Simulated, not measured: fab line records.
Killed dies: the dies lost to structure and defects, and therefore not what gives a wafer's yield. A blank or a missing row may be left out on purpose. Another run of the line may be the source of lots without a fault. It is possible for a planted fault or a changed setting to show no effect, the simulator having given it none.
Which of the tools did it? | flow nand-harc | 7 lots, 19 wafers sampled, at 2 steps of a route of 1302

WHAT THE GAUGES READ, wafer by wafer
NHARC_P_BONDPAD_INSPECT_23.
lot  | measured     | on                | raw-defect-count
L968 | day 7 08:36  | defect-inspect-02 | 423 282 355
L970 | day 8 09:44  | defect-inspect-02 | 273 530 380
L974 | day 10 00:12 | defect-inspect-01 | 313
L981 | day 13 01:38 | defect-inspect-01 | 233 255 232
L985 | day 14 17:16 | defect-inspect-01 | 221 451 241
L987 | day 15 07:07 | defect-inspect-01 | 295 224 272
L989 | day 16 11:04 | defect-inspect-01 | 380 521 570

WHAT TOOL EACH LOT RAN ON (gives the tool, then ch and the chambers of the sampled wafers, and finally the start)
lot  | NHARC_P_BONDPAD_CMP_19
L968 | cmp-02 ch 0,2,3, day 7 08:04
L970 | cmp-04 ch 1,2, day 8 09:13
L974 | cmp-02 ch 3, day 9 23:47
L981 | cmp-04 ch 0,2,3, day 13 01:08
L985 | cmp-02 ch 1,2,3, day 14 16:46
L987 | cmp-03 ch 0,1,3, day 15 06:35
L989 | cmp-02 ch 0,3, day 16 10:31
- NHARC_P_BONDPAD_CMP_19: polishes, t overpolish 30 s, cu recess touch 16 s, target thk 160.81 nm.

THE ANSWER, worked out from the rows above alone
Rule: usual is defined by the lots themselves. Put in order of their means at a reading, lots are off if they are a third of the lots or fewer, leave a main group of 4 or more, and stand apart from it by a gap of 3 or more times the standard deviation of the main group's means; of several such gaps the widest counts. Not used: any main group whose means are identical at the precision the tables above print for the reading. A lot without any number at a reading at which 4 lots or more have one is off too. The other lots that the step has rows for count as sound.
Nothing can be told from this: no lot is off at any reading shown.

WHAT THE SIMULATOR PUT IN
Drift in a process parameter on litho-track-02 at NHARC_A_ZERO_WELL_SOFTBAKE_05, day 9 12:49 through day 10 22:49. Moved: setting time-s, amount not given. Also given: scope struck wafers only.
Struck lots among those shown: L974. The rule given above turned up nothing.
